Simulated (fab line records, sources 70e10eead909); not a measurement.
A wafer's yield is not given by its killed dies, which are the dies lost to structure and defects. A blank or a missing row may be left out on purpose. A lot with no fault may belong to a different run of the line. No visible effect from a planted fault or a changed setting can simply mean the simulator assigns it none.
Comparing a struck lot with a sound one ; flow nand-harc ; 15 steps out of a route of 1159
Sound: the wafers L264.1, L264.5, L264.6. Struck: wafer L284.1. The cause is named last.
For every step that has rows: the tool of each side, followed by ch and its chambers, followed by its first start. Under that, the readings that differ: sound wafers ; struck wafers ; difference of the means ; sigmas: that difference in standard deviations of wafers without a fault.
alike: words and numbers the same on both sides, and readings whose means are apart by under 2 such deviations; not compared: readings that were withheld, readings missing a value for some wafer, numbers with overlapping values and no deviation given by the record, and bounds like >300 which may hide the same value.
The two part at a step that has a row with sigmas, a row that says differs or no value, or rows on one side only. Non-overlapping numbers with no deviation appear without sigmas and do not part them. Lack of a reading on every wafer of one side parts them only where that side has two or more wafers.

NHARC_A_M1_PRE_CLEAN_30: time 30 s.
  sound on pvd-sputter-01; struck on pvd-sputter-01
  alike: heater-power-w
then, 1 step without rows for these wafers: NHARC_A_M1_PVD_20 (deposits TaN, target thk 5 nm, time 8.06 s).
NHARC_A_M1_PVD_21: deposits Cu, target thk 30 nm, time 20.49 s.
  sound on pvd-sputter-01; struck on pvd-sputter-01
  alike: cathode-dc-power-W, throttle-valve-pct
then, 1 step without rows for these wafers: NHARC_A_M1_ECD_22 (material Cu, target thk 400 nm).
NHARC_A_M1_ANNEAL_31: time 90 s.
  sound on rtp-anneal-02 ch 0, day 17 17:43; struck on rtp-anneal-02 ch 0, day 23 23:29
  alike: wafer_temp_C_max
NHARC_A_M1_CMP_23: polishes, t overpolish 20 s, target thk 154.34 nm.
  sound on cmp-03 ch 0,1, day 17 18:04; struck on cmp-03 ch 2, day 23 23:53
reading;sound;struck;difference;sigmas
time-to-endpoint-s (s);21 26 21;31;+8;+3
  alike: motor-current-A, slurry-flow-ml-min
NHARC_A_M1_THK_MEAS_24: measures by xrf.
  sound: film-metro-02 at day 17 18:23; struck: film-metro-01 at day 24 00:08
  alike: thk-nm
following that, these wafers have no rows for 1 step: NHARC_A_M1_SRD_25.
NHARC_A_M1_INSPECT_27:
  sound: defect-inspect-02 at day 17 18:32; struck: defect-inspect-01 at day 24 00:18
  alike: raw-defect-count
NHARC_A_M1_PRE_CLEAN_32: time 12 s.
  sound on pecvd-02 ch 0,1, day 17 18:38; struck on pecvd-04 ch 1, day 24 00:23
  alike: heater-power-w
then, 1 step without rows for these wafers: NHARC_A_M1_DEP_33 (deposits SiCN, target thk 30 nm).
NHARC_A_BONDPAD_DEP_00: deposits SiCN, target thk 250 nm.
  sound on pecvd-02 ch 0,2, day 17 19:19; struck on pecvd-03 ch 2, day 24 01:29
reading;sound;struck;difference;sigmas
heater-power-w (W);807 484 810;503;-197;-2
then, 1 step without rows for these wafers: NHARC_A_BONDPAD_CMP_29 (polishes SiCN, target thk 200 nm).
NHARC_A_BONDPAD_THK_MEAS_30: measures by ellipsometry.
  sound: film-metro-02 at day 17 19:53; struck: film-metro-01 at day 24 02:14
reading;sound;struck;difference;sigmas
thk-nm (nm);200.7 201.0 201.3;154.1;-46.9;-26
  not compared: hold
following that, these wafers have no rows for 1 step: NHARC_END_SORT_01.

## WHERE THEY PART
First at NHARC_A_M1_CMP_23; last, within this record, at NHARC_A_BONDPAD_THK_MEAS_30.

WHY: what the simulator had put in
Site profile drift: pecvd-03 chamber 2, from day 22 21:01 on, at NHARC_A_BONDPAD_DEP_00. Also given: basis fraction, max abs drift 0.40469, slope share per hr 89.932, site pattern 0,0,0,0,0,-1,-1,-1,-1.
